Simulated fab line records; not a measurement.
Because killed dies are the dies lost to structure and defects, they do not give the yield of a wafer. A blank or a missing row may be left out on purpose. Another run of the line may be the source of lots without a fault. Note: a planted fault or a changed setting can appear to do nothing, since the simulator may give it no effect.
Comparing a struck lot with a sound one / flow n5-finfet / 29 steps out of a route of 1938
Sound: wafers L684.2, L684.4, L684.6. Wafers struck: L685.2, L685.4, L685.5. At the end, the cause is stated.
Each step with rows lists, per side, the tool, then ch with its chambers, then its first start. Under that, the readings that differ: sound wafers / struck wafers / difference of the means / sigmas: that difference in standard deviations of wafers without a fault.
alike: readings with means less than 2 such deviations apart, plus words and numbers identical on both sides. not compared: withheld readings, readings lacking a value on some wafer, bounds such as >300 that could conceal the same value, and numbers that have no deviation in the record and whose values overlap.
A row with sigmas, a row that says differs or no value, or rows on one side alone: a step with any of these is where the two part. Non-overlapping numbers with no deviation appear without sigmas and do not part them. Lack of a reading on every wafer of one side parts them only where that side has two or more wafers.

first, 9 steps without rows for these wafers: N5_BEOL_M3_DESCUM_16 (chemistry O2, time 7 s); N5_BEOL_M3_ETCH_74 (etches underlayer in N2/H2, target depth 6.5 nm, time 5.2 s); N5_BEOL_M3_ETCH_63 (etches SiARC in CF4, target depth 15.6 nm, time 26 s); N5_BEOL_M3_ETCH_64 (etches SOC in N2/H2, target depth 75 nm, overetch 15 nm, time 112.5 s); N5_BEOL_M3_STRIP_65 (strips in N2/H2); N5_BEOL_M3_STRIP_75 (strips in N2/H2); N5_BEOL_M3_STRIP_66 (strips in CF4); N5_BEOL_M3_HM_OPEN_17 (chemistry Cl2/BCl3, target TiN, target depth 20 nm, overetch 6 nm); N5_BEOL_M3_STRIP_19 (strips in O2).
N5_BEOL_M3_COAT_67: time 60 s, resist thk 60 nm.
  sound on litho-track-05 ch 0, day 7 11:01; struck on litho-track-05 ch 0, day 8 12:31
reading=spin-speed-rpm (rpm); sound=1501.1 1501.5 1501.1; struck=1361.8 1361.6 1361.7; difference=-139.5; sigmas=-99 or more
reading=model.SOC_of_BEOL_M3_COAT_67.thk-nm (nm); sound=60 60 60; struck=63.2 63 63.2; difference=+3.1; sigmas=
then, 13 steps without rows for these wafers: N5_BEOL_M3_COAT_68 (time 60 s, resist thk 12 nm); N5_BEOL_M3_COAT_76 (time 60 s, resist thk 5 nm); N5_BEOL_M3_COAT_22 (resist thk 30 nm); N5_BEOL_M3_EBR_24; N5_BEOL_M3_SOFTBAKE_23 (time 60 s); N5_BEOL_M3_EXPOSE_25 (exposes mask V2, defocus 5 nm); N5_BEOL_M3_PEB_26 (peb time 60 s); N5_BEOL_M3_DEVELOP_27 (develop time 30 s); N5_BEOL_M3_DESCUM_33 (chemistry O2, time 7 s); N5_BEOL_M3_ETCH_77 (etches underlayer in N2/H2, target depth 6.5 nm, time 5.2 s); N5_BEOL_M3_ETCH_69 (etches SiARC in CF4, target depth 15.6 nm, time 26 s); N5_BEOL_M3_ALD_98 (deposits SiO2, target thk 2.5 nm, pulse time 1 s, co reactant pulse time 1 s); N5_BEOL_M3_ETCHBACK_99 (etches SiO2 in CHF3, target depth 5 nm, time 10.4 s).
N5_BEOL_M3_ETCH_70: etches SOC in N2/H2, target depth 80 nm, overetch 16 nm, time 120 s.
  sound on rie-diel-01 ch 2,3, day 7 13:15; struck on rie-diel-01 ch 0,1, day 8 20:31
reading=model.etch.depth-nm (nm); sound=60.08 60.06 59.9; struck=63.18 63.09 63.19; difference=+3.14; sigmas=
  alike: drypump-motor-current-A, oes-product-au, rf-vpp-V, showerhead-plenum-p-Torr, throttle-valve-pct
  not compared: rf-hours-counter-h
then, 2 steps without rows for these wafers: N5_BEOL_M3_STRIP_71 (strips in N2/H2); N5_BEOL_M3_STRIP_78 (strips in N2/H2).
N5_BEOL_M3_VIA_ETCH_34: etches the open film in C4F6/O2, target depth 69.4 nm, time 65.9 s.
  sound on rie-diel-01 ch 2,3, day 7 13:21; struck on rie-diel-01 ch 0,1, day 8 20:37
reading=model.SOC_of_BEOL_M3_COAT_67.thk-nm (nm); sound=52 52.2 52; struck=55.2 54.8 55.2; difference=+3.0; sigmas=
  alike: O2_flow_sccm, drypump-motor-current-A, oes-product-au, rf-vpp-V, showerhead-plenum-p-Torr, throttle-valve-pct
  not compared: rf-hours-counter-h
then, 1 step without rows for these wafers: N5_BEOL_M3_STRIP_83 (strips in C4F6/O2).
N5_BEOL_M4_RC_MEAS_101:
  sound on prober-02 ch 0, day 8 05:14; struck on prober-01 ch 0, day 9 11:23
  alike: DIBL_N, DIBL_P, IOFF_N, IOFF_P, ION_N, ION_P, SS_N, SS_P, VT_N, VT_P

== WHERE THEY PART ==
Only at N5_BEOL_M3_COAT_67, as far as this record shows. Later steps at which nothing parts them and some readings are alike: N5_BEOL_M3_ETCH_70, N5_BEOL_M3_VIA_ETCH_34, N5_BEOL_M4_RC_MEAS_101.

WHY: whatever the simulator had introduced
Process parameter drift: litho-track-05, from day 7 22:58 on, at N5_BEOL_M3_COAT_67. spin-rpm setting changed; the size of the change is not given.
